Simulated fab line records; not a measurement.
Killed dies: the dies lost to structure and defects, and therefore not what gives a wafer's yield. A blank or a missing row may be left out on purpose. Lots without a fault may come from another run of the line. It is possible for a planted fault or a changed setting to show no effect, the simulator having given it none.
8D (eight disciplines) problem report, filled in by code -- flow nandHarc -- the parts of the form that need people (team, actions taken, sign-off) are left out

== 1. WHAT WENT WRONG ==
Wafers with no fault read 141.50 s with a standard deviation of 0.29, whereas runLengthS at NHARC_A_WL_FILL_ETCHBACK_04 reads a mean of 104.37 s on 1 wafer of 1 lot. That is -99 or more standard deviations from the usual mean.
The step: etches the open film in NF3, target depth 60 nm, time 120 s.
First observed at day 17 21:55: wafer L549.4, on rieMetal-01. Wafers with a number at this step in the record: 38, from 13 lots. The rule behind "out" and "out of limits": a value lying over 4 standard deviations away from the usual mean. All remaining wafers that have a number are taken as sound.

== 2. WHAT IT IS, AND WHAT IT ISN'T ==
question,is,is not
which readings at this step,runLengthS,"drypumpMotorCurrentA, oesProductAu"
which lots,L549,"L536, L537, L538, L540, L541, L543, L545, L548, L551, L553, L557, L559"
which wafers of those lots,L549.4,L549.5
read on which tools,rieMetal-01,"rieMetal-02, rieMetal-03"
when,from day 17 21:55,"up to then (22 sound wafers); but 15 sound wafers of L548, L551, L553, L557, L559 came after"

== 3. THE SUSPECTS, EACH WITH WHAT RULES IT OUT ==
Counting: a tool at a process step up to the reading stays a suspect if it ran every lot that is out. Sound lots after the first of them don't rule it out here, since some wafers of a struck lot are sound.
- rieMetal-01 at NHARC_A_WL_FILL_ETCHBACK_04 (etches the open film in NF3, target depth 60 nm, time 120 s): kept. It processed L549, the lot that is out, at day 17 21:55, and its most recent sound lot before then was L545 at day 17 16:18. Its own runLengthS readings are out on those wafers.
- At NHARC_A_WL_FILL_ETCHBACK_04 on rieMetal-01, chamber 0 took the sound wafers of the same lots and chamber 1 took the wafers that are out.
Remaining after the count: rieMetal-01 at NHARC_A_WL_FILL_ETCHBACK_04.

== 4. THE CAUSE (what the simulator had put in) ==
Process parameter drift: rieMetal-01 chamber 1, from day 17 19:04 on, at NHARC_A_WL_FILL_ETCHBACK_04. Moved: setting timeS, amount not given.
Only this tool survived the counting.

== 5. SEQUENCE OF EFFECTS, ordered by route ==
One row per reading whose mean, taken over the struck wafers that have a number, lies over 3 standard deviations from the usual. Only readings for which the record gives a usual standard deviation are gone through. hours: the time from each lot's start at the first step in this table that gives one to its start at this step, as a median over the lots. sigmas: the change in usual standard deviations.
hours,step,reading,usual,on struck wafers,change,sigmas
0,NHARC_A_WL_FILL_ETCHBACK_04,runLengthS,141.50 s,104.37,-37.13,-99 or more
Its process steps:
- NHARC_A_WL_FILL_ETCHBACK_04: etches the open film in NF3, target depth 60 nm, time 120 s.

== 6. HOW IT WOULD HAVE BEEN CAUGHT EARLIER ==
First out-of-limits reading in this record: day 17 21:55, which is 3 hours after fault onset at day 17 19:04.
